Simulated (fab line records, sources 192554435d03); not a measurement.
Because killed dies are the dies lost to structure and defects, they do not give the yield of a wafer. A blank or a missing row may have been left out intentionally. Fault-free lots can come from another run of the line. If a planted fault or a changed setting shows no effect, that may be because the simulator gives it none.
fab line records	flow n5Finfet	part 1 of 2: steps 1 to 4 of 6
record: lots: 20	wafers: 60	lastDay: 18
route steps=1938 shown BEOL_M9@1423 BEOL_M10@1471
lots that met no fault: taken from a fault-free run of the same line
startH: hours from the record's opening day to when the first of the lot's shown wafers began	waitH: how many hours have passed since the lot's step before this one	" identical to the entry in the row above	L1.1+2: a row that stands for several wafers	- no value, or no start was given	* or withheld: withheld	< > ~ a bound
route shown NAME@n: NAME is a module with steps in the file, n the number in the route of the first one	usual: mean/standard deviation taken from wafers without a fault	same: alike in all rows	chamber/n: place in a boat	sites: per-site readings	_std_site: standard deviation of those values	_edge_site: outer sites' mean less inner sites'	radiusMm: how far each site lies from the wafer's centre	mask NAME#n: copy n	behind: the tool/chamber that last shaped the wafer	hold: cause of the lot's hold/its duration in hours/its outcome	device: which transistor (n, p or np) failed to switch	end of line: tests of these same wafers at the route's end	where a step has no rows: the recipe by itself	killed: dies that structure and defects cost at the first sort, which is not the same as the wafer's yield	map: per-die view of a wafer (x killed, . not killed, _ where there is no die)
set.NAME: the setting the step ran with; set.NAME@STEP: the setting that earlier step ran with	model.NAME: the simulator's own value behind a step, which no gauge read
one table for each step of the route and one row for each wafer, over a sample of lots
services: a tool's chamber out of use, with start hour (startH, from the record's first day; less than 0 if before it), hours out, and reason
== steps ==
step: N5_BEOL_M9_STRIP_19
recipe: chemistry: O2	powerW: 400	tempC: 40	pressureMtorr: 30	rfFrequencyHz: 6e+07	biasPowerW: 0	overashFraction: 0.2	o2FlowSccm: 225
usual: drypumpMotorCurrentA: 5.8/0.39	oesProductAu: 0.81/0.096	rfVppV: 3.6/0.59	showerheadPlenumPTorr: 2.11/0.069	tempC: 39.97/0.11	throttleValvePct: 16.67/0.19
lot.wafer	tool	chamber	startH	waitH	drypumpMotorCurrentA	oesProductAu	rfHoursCounterH	rfVppV	showerheadPlenumPTorr	tempC	throttleValvePct
L074.1	rieDiel-02	3	247.60	0.1	6.3	0.87	48	3.1	2.23	40.09	16.60
L074.3	"	2	"	"	6.2	0.67	232	3.8	2.06	40.00	16.64
L074.5	"	1	"	"	5.7	0.91	-	4.4	2.12	39.90	16.34
L075.1	rieDiel-01	0	252.63	0.1	6.3	0.83	77	3.3	2.11	39.86	16.81
L075.4	"	0	"	"	6.3	0.82	-	3.1	2.11	39.81	16.79
L075.6	"	2	"	"	5.9	0.96	-	4.7	2.23	39.83	16.51
L077.2	rieDiel-01	1	253.42	0.1	5.8	0.93	10	4.3	2.16	39.75	16.67
L077.3	"	0	"	"	6.3	0.82	78	3.6	2.11	39.97	16.79
L077.4	"	2	"	"	5.8	0.94	-	4.6	2.23	39.96	16.50
L078.1	rieDiel-02	0	271.85	0.1	5.5	0.74	191	3.9	2.16	40.10	17.13
L078.3	"	1	"	"	5.7	0.88	31	3.3	2.12	40.04	16.33
L078.6	"	3	"	"	6.3	0.85	-	3.3	2.23	39.89	16.63
L079.2	rieDiel-02	2	276.89	0.2	6.2	0.68	241	3.9	2.06	39.91	16.64
L079.3	"	0	"	"	5.5	0.74	192	2.3	2.16	40.00	17.11
L079.5	"	3	"	"	6.3	0.86	-	4.0	2.23	39.91	16.62
L080.1	rieDiel-05	3	277.12	0.1	5.8	0.95	5	3.8	2.15	40.08	16.58
L080.3	"	2	"	"	5.0	0.73	204	2.9	2.00	39.84	16.67
L080.4	"	1	"	"	6.0	0.73	167	4.1	2.08	39.94	16.71
L081.1	rieDiel-05	2	277.60	0.1	5.0	0.72	204	3.5	2.00	39.87	16.66
L081.4	"	3	"	"	5.8	0.95	5	3.1	2.15	40.05	16.53
L081.6	"	0	"	"	6.1	0.68	-	3.1	2.15	39.93	16.85
L082.1	rieDiel-02	3	284.50	0.1	6.3	0.86	58	3.0	2.23	40.05	16.61
L082.3	"	0	"	"	5.5	0.73	194	2.8	2.16	40.12	17.12
L082.6	"	0	"	"	5.5	0.73	-	3.7	2.16	39.90	17.14
L083.1	rieDiel-05	0	303.44	0.1	6.1	0.66	249	3.7	2.15	39.88	16.86
L083.2	"	1	"	"	6.0	0.73	174	3.3	2.08	39.81	16.74
L083.3	"	3	"	"	5.8	0.92	12	4.0	2.15	39.93	16.55
L084.3	rieDiel-02	3	306.48	0.1	6.2	0.86	64	4.5	2.22	40.02	16.63
L084.4	"	2	"	"	6.2	0.67	249	3.4	2.06	40.10	16.65
L084.6	"	2	"	"	6.1	0.66	-	4.2	2.06	39.92	16.66
L086.1	rieDiel-05	3	318.54	0.2	5.8	0.91	18	3.5	2.14	39.92	16.57
L086.4	"	1	"	"	6.0	0.72	-	3.1	2.07	40.13	16.73
L086.5	"	3	"	"	5.8	0.90	-	3.9	2.14	39.94	16.59
L087.1	rieDiel-05	1	318.68	0.1	6.0	0.72	179	3.2	2.07	40.03	16.73
L087.4	"	2	"	"	5.0	0.72	-	3.3	1.99	39.93	16.69
L087.5	"	3	"	"	5.8	0.90	-	3.6	2.14	40.00	16.58
L091.1	rieDiel-01	2	346.62	0.2	5.9	0.91	51	3.0	2.22	40.01	16.56
L091.4	"	1	"	"	5.8	0.86	38	3.1	2.15	40.16	16.74
L091.6	"	3	"	"	5.8	0.79	-	3.9	2.10	39.89	16.73
L090.1	rieDiel-05	0	347.12	0.2	6.1	0.97	6	3.8	2.14	40.16	16.46
L090.3	"	3	"	"	5.7	0.88	28	3.4	2.14	40.04	16.59
L090.6	"	3	"	"	5.7	0.89	-	3.8	2.14	39.72	16.58
L088.3	rieDiel-05	2	351.72	0.1	5.1	0.70	229	3.9	1.99	39.91	16.69
L088.5	"	3	"	"	5.8	0.88	-	3.1	2.14	40.03	16.59
L088.6	"	2	"	"	5.1	0.70	-	3.1	1.99	40.06	16.70
L092.2	rieDiel-05	1	352.22	0.1	6.0	0.71	191	4.2	2.07	40.02	16.74
L092.3	"	0	"	"	6.1	0.97	7	4.2	2.14	39.89	16.44
L092.6	"	1	"	"	6.0	0.71	-	3.9	2.07	40.07	16.73
L094.3	rieDiel-01	0	361.92	0.2	6.3	0.80	110	3.3	2.10	39.95	16.88
L094.5	"	0	"	"	6.3	0.79	-	3.6	2.10	39.87	16.87
L094.6	"	1	"	"	5.8	0.85	-	4.2	2.15	39.98	16.74
L093.1	rieDiel-02	1	362.10	0.1	5.7	0.85	58	4.1	2.11	39.98	16.40
L093.3	"	3	"	"	6.2	0.83	82	3.1	2.22	40.22	16.68
L093.5	"	2	"	"	6.2	0.94	-	2.8	2.05	39.86	16.25
L095.2	rieDiel-05	0	373.29	0.1	6.1	0.95	14	3.1	2.14	39.95	16.47
L095.4	"	2	"	"	5.0	0.70	235	5.0	1.99	40.05	16.72
L095.5	"	2	"	"	5.0	0.70	-	3.9	1.99	40.07	16.72
L097.1	rieDiel-05	3	380.79	0.1	5.7	0.87	39	3.4	2.14	40.02	16.61
L097.3	"	0	"	"	6.1	0.94	16	3.8	2.14	39.97	16.45
L097.4	"	1	"	"	6.0	0.70	199	3.5	2.07	40.00	16.77
step: N5_BEOL_M9_ETCH_76
recipe: chemistry: N2/H2	target: underlayer	targetDepthA: 65	maskMaterial: CAR-EUV	timeS: 5.2	ionEnergyEv: 200	pressureMtorr: 30	sourceW: 840	biasW: 150	n2FlowSccm: 200	h2FlowSccm: 200	ends: cleared
usual: biasW: 150.0/0.47	drypumpMotorCurrentA: 5.8/0.36	etchRfOnTimeS: 5.19/0.11	oesProductAu: 0.69/0.074	rfVppV: 525.0/2.7	showerheadPlenumPTorr: 2.57/0.08	throttleValvePct: 17.84/0.22
lot.wafer	tool	chamber	startH	waitH	biasW	drypumpMotorCurrentA	etchRfOnTimeS	oesProductAu	rfHoursCounterH	rfVppV	showerheadPlenumPTorr	throttleValvePct
L074.1	rieDiel-02	1	250.14	0.0	150.0	5.7	5.26	0.77	24	525.7	2.59	17.61
L074.3	"	2	"	"	150.2	6.2	5.40	0.57	232	522.5	2.52	17.87
L074.5	"	3	"	"	149.4	6.3	5.19	0.74	-	528.9	2.69	17.81
L075.1	rieDiel-05	0	254.76	0.0	150.2	6.1	5.35	0.58	234	524.5	2.61	18.10
L075.4	"	0	"	"	150.2	6.1	5.34	0.57	-	528.2	2.61	18.10
L075.6	"	2	"	"	149.5	5.0	5.08	0.62	-	520.7	2.40	17.66
L077.2	rieDiel-01	0	254.95	0.0	150.4	6.3	5.20	0.70	78	525.5	2.59	18.15
L077.3	"	2	"	"	149.5	5.8	5.06	0.79	23	529.4	2.68	17.53
L077.4	"	0	"	"	149.9	6.3	5.25	0.69	-	524.6	2.59	18.15
L078.1	rieDiel-01	2	272.51	0.0	149.3	5.8	5.08	0.78	30	528.5	2.68	17.55
L078.3	"	1	"	"	149.8	5.8	5.28	0.77	17	524.9	2.61	17.90
L078.6	"	3	"	"	150.1	5.8	5.20	0.71	-	522.8	2.56	17.80
L080.1	rieDiel-05	1	278.34	0.0	150.2	6.0	5.12	0.63	167	525.8	2.52	17.83
L080.3	"	3	"	"	149.4	5.8	5.11	0.80	5	523.9	2.59	17.65
L080.4	"	2	"	"	150.0	5.0	4.99	0.62	205	519.8	2.40	17.70
L079.2	rieDiel-02	2	278.41	0.0	150.8	6.2	5.37	0.57	242	521.4	2.52	17.92
L079.3	"	1	"	"	150.5	5.7	5.20	0.76	33	525.9	2.59	17.65
L079.5	"	1	"	"	150.2	5.7	5.19	0.73	-	527.1	2.59	17.64
L081.1	rieDiel-01	0	278.57	0.0	149.9	6.3	5.26	0.69	87	526.0	2.59	18.18
L081.4	"	3	"	"	149.5	5.8	5.22	0.70	86	525.0	2.56	17.81
L081.6	"	3	"	"	149.9	5.8	5.27	0.70	-	524.2	2.56	17.83
L082.1	rieDiel-02	3	285.75	0.0	149.7	6.3	5.10	0.74	58	527.6	2.69	17.85
L082.3	"	2	"	"	150.5	6.2	5.38	0.55	243	523.1	2.51	17.91
L082.6	"	1	"	"	150.5	5.7	5.24	0.75	-	524.2	2.59	17.65
L083.1	rieDiel-01	1	304.82	0.0	150.9	5.8	5.24	0.75	28	526.7	2.61	17.92
L083.2	"	2	"	"	150.4	5.8	4.97	0.79	40	528.2	2.68	17.57
L083.3	"	3	"	"	150.0	5.8	5.13	0.70	94	524.8	2.55	17.80
L084.3	rieDiel-01	3	311.31	0.0	150.2	5.8	5.17	0.69	96	524.3	2.55	17.84
L084.4	"	2	"	"	149.9	5.8	5.09	0.77	-	530.9	2.68	17.58
L084.6	"	3	"	"	150.2	5.9	5.20	0.69	-	524.5	2.55	17.85
L087.1	rieDiel-05	2	320.36	0.0	149.3	5.1	5.01	0.61	217	521.6	2.40	17.70
L087.4	"	3	"	"	150.9	5.8	5.07	0.79	-	526.4	2.59	17.66
L087.5	"	1	"	"	150.6	6.0	5.08	0.63	-	523.5	2.52	17.84
L086.1	rieDiel-05	2	320.88	0.0	150.1	5.0	5.03	0.62	217	522.6	2.40	17.70
L086.4	"	2	"	"	150.3	5.1	5.08	0.62	-	517.7	2.40	17.72
L086.5	"	1	"	"	149.9	6.0	5.14	0.63	-	524.1	2.52	17.83
L091.1	rieDiel-02	1	350.43	0.0	149.3	5.7	5.17	0.72	55	527.0	2.58	17.67
L091.4	"	3	"	"	150.0	6.3	5.03	0.72	79	527.3	2.68	17.87
L091.6	"	0	"	"	149.5	5.5	5.30	0.61	-	525.5	2.62	18.34
L090.1	rieDiel-05	1	350.89	0.0	149.9	6.0	5.21	0.61	191	521.4	2.51	17.88
L090.3	"	0	"	"	149.5	6.1	5.29	0.82	7	525.5	2.60	17.76
L090.6	"	3	"	"	150.2	5.8	5.07	0.77	-	524.9	2.58	17.70
L088.3	rieDiel-05	2	352.30	0.0	150.2	5.0	5.13	0.60	229	518.1	2.39	17.73
L088.5	"	1	"	"	149.9	6.0	5.22	0.61	-	524.5	2.51	17.86
L088.6	"	0	"	"	149.0	6.1	5.33	0.80	-	525.0	2.60	17.72
L092.2	rieDiel-05	1	353.05	0.0	149.9	6.0	5.16	0.61	192	524.2	2.51	17.86
L092.3	"	3	"	"	149.7	5.8	5.16	0.75	30	526.2	2.58	17.69
L092.6	"	0	"	"	149.6	6.1	5.37	0.81	-	523.3	2.60	17.74
L094.3	rieDiel-02	1	365.73	0.0	149.6	5.7	5.17	0.71	59	526.7	2.58	17.69
L094.5	"	3	"	"	150.4	6.3	5.07	0.71	-	528.0	2.68	17.88
L094.6	"	0	"	"	150.6	5.5	5.41	0.59	-	524.2	2.62	18.35
L093.1	rieDiel-01	1	366.15	0.0	150.5	5.8	5.27	0.72	45	525.5	2.60	17.94
L093.3	"	0	"	"	150.9	6.3	5.24	0.68	111	522.6	2.58	18.21
L093.5	"	2	"	"	149.5	5.8	5.10	0.75	-	528.3	2.67	17.59
L095.2	rieDiel-01	2	374.31	0.0	150.5	5.8	5.03	0.76	59	529.1	2.67	17.59
L095.4	"	0	"	"	151.0	6.3	5.14	0.68	-	527.3	2.58	18.22
L095.5	"	2	"	"	150.2	5.8	5.01	0.75	-	529.5	2.67	17.58
L097.1	rieDiel-05	1	382.82	0.0	150.1	6.0	5.20	0.61	200	522.3	2.51	17.89
L097.3	"	3	"	"	150.3	5.8	5.20	0.75	40	525.4	2.58	17.70
L097.4	"	2	"	"	149.3	5.0	5.11	0.60	238	522.0	2.39	17.73
step: N5_BEOL_M9_PRE_CLEAN_45
recipe: gas: H2/He	timeS: 30	tempC: 250
usual: heaterPowerW: 338/22	susceptorTempC: 250.00/0.18
lot.wafer	tool	chamber	startH	waitH	heaterPowerW	susceptorTempC
L074.1	pvdSputter-03	-	251.72	0.0	309	250.12
L074.3	"	-	"	"	370	250.17
L074.5	"	-	"	"	366	249.90
L075.1	pvdSputter-02	-	255.80	0.0	335	249.77
L075.4	"	-	"	"	307	250.05
L075.6	"	-	"	"	339	249.94
L077.2	pvdSputter-02	-	255.96	0.0	332	250.02
L077.3	"	-	"	"	328	249.94
L077.4	"	-	"	"	307	249.90
L078.1	pvdSputter-01	-	273.93	0.0	317	249.86
L078.3	"	-	"	"	332	250.03
L078.6	"	-	"	"	320	249.80
L080.1	pvdSputter-02	-	279.47	0.0	305	249.58
L080.3	"	-	"	"	371	250.18
L080.4	"	-	"	"	349	249.81
L079.2	pvdSputter-02	-	279.71	0.0	334	249.94
L079.3	"	-	"	"	376	249.84
L079.5	"	-	"	"	325	249.92
L081.1	pvdSputter-02	-	280.23	0.0	320	249.83
L081.4	"	-	"	"	379	249.79
L081.6	"	-	"	"	331	250.39
L082.1	pvdSputter-01	-	287.38	0.0	325	250.24
L082.3	"	-	"	"	314	250.12
L082.6	"	-	"	"	329	250.07
L083.1	pvdSputter-03	-	306.46	0.0	366	250.07
L083.2	"	-	"	"	308	249.87
L083.3	"	-	"	"	312	250.01
L084.3	pvdSputter-01	-	312.81	0.0	348	250.14
L084.4	"	-	"	"	344	250.28
L084.6	"	-	"	"	320	250.11
L087.1	pvdSputter-01	-	321.84	0.0	349	250.02
L087.4	"	-	"	"	323	249.85
L087.5	"	-	"	"	341	250.10
L086.1	pvdSputter-03	-	321.97	0.0	314	250.20
L086.4	"	-	"	"	365	250.08
L086.5	"	-	"	"	320	249.95
L091.1	pvdSputter-03	-	351.71	0.0	359	249.92
L091.4	"	-	"	"	359	249.90
L091.6	"	-	"	"	365	249.83
L090.1	pvdSputter-03	-	352.19	0.0	318	250.01
L090.3	"	-	"	"	311	250.08
L090.6	"	-	"	"	369	250.07
L088.3	pvdSputter-02	-	353.27	0.0	373	250.03
L088.5	"	-	"	"	322	249.99
L088.6	"	-	"	"	341	250.09
L092.2	pvdSputter-01	-	354.81	0.0	319	249.92
L092.3	"	-	"	"	337	249.82
L092.6	"	-	"	"	315	250.34
L094.3	pvdSputter-01	-	366.95	0.0	322	249.84
L094.5	"	-	"	"	344	249.84
L094.6	"	-	"	"	335	249.98
L093.1	pvdSputter-03	-	367.17	0.0	315	249.97
L093.3	"	-	"	"	372	249.96
L093.5	"	-	"	"	324	250.17
L095.2	pvdSputter-01	-	375.35	0.0	333	250.36
L095.4	"	-	"	"	324	250.09
L095.5	"	-	"	"	338	250.40
L097.1	pvdSputter-01	-	384.15	0.0	319	250.13
L097.3	"	-	"	"	336	250.07
L097.4	"	-	"	"	334	250.23
step: N5_BEOL_M10_CURE_71
recipe: tempC: 385	timeS: 240	ambient: He/Ar	material: SiCOH_lowk
usual: lampPowerPct: 52.32/0.051	wafer_temp_C_max: 387.0/0.7
lot.wafer	tool	chamber	startH	waitH	lampPowerPct	wafer_temp_C_max
L074.1	uvCure-02	0	253.42	0.0	52.22	387.0
L074.3	"	0	"	"	52.26	388.2
L074.5	"	0	"	"	52.22	387.7
L075.1	uvCure-02	0	257.96	0.1	52.31	387.5
L075.4	"	0	"	"	52.31	387.5
L075.6	"	0	"	"	52.37	387.5
L077.2	uvCure-03	1	258.42	0.1	52.34	387.0
L077.3	"	1	"	"	52.35	386.9
L077.4	"	1	"	"	52.41	386.6
L078.1	uvCure-02	0	276.45	0.0	52.26	387.3
L078.3	"	0	"	"	52.36	387.1
L078.6	"	0	"	"	52.34	386.9
L080.1	uvCure-03	2	281.96	0.1	52.30	387.3
L080.3	"	2	"	"	52.37	387.7
L080.4	"	2	"	"	52.27	386.8
L079.2	uvCure-01	1	282.36	0.1	52.31	387.8
L079.3	"	1	"	"	52.37	387.1
L079.5	"	1	"	"	52.34	387.7
L081.1	uvCure-03	2	282.92	0.4	52.31	387.4
L081.4	"	2	"	"	52.30	387.0
L081.6	"	2	"	"	52.29	387.9
L082.1	uvCure-01	1	288.99	0.0	52.30	386.8
L082.3	"	1	"	"	52.32	388.4
L082.6	"	1	"	"	52.29	386.7
L083.1	uvCure-01	0	308.63	0.0	52.23	386.3
L083.2	"	0	"	"	52.30	386.4
L083.3	"	0	"	"	52.39	386.9
L084.3	uvCure-01	1	315.01	0.2	52.35	387.3
L084.4	"	1	"	"	52.29	387.3
L084.6	"	1	"	"	52.35	387.1
L087.1	uvCure-02	0	324.03	0.1	52.30	387.2
L087.4	"	0	"	"	52.27	387.2
L087.5	"	0	"	"	52.24	387.4
L086.1	uvCure-03	0	324.56	0.1	52.31	385.5
L086.4	"	0	"	"	52.31	385.7
L086.5	"	0	"	"	52.32	385.4
L091.1	uvCure-02	1	353.62	0.0	52.34	386.7
L091.4	"	1	"	"	52.40	387.1
L091.6	"	1	"	"	52.37	387.4
L090.1	uvCure-01	0	355.53	0.0	52.36	386.2
L090.3	"	0	"	"	52.26	386.8
L090.6	"	0	"	"	52.39	386.5
L088.3	uvCure-03	0	356.26	0.2	52.31	385.3
L088.5	"	0	"	"	52.35	386.2
L088.6	"	0	"	"	52.34	385.9
L092.2	uvCure-01	0	356.91	0.1	52.29	387.0
L092.3	"	0	"	"	52.35	387.0
L092.6	"	0	"	"	52.35	386.9
L094.3	uvCure-01	2	369.48	0.2	52.31	386.8
L094.5	"	2	"	"	52.37	386.4
L094.6	"	2	"	"	52.34	386.6
L093.1	uvCure-02	0	369.52	0.0	52.18	388.1
L093.3	"	0	"	"	52.39	387.6
L093.5	"	0	"	"	52.37	387.2
L095.2	uvCure-03	2	378.21	0.1	52.35	387.2
L095.4	"	2	"	"	52.29	387.5
L095.5	"	2	"	"	52.26	388.1
L097.1	uvCure-02	0	385.91	0.1	52.30	387.3
L097.3	"	0	"	"	52.32	386.9
L097.4	"	0	"	"	52.37	387.7
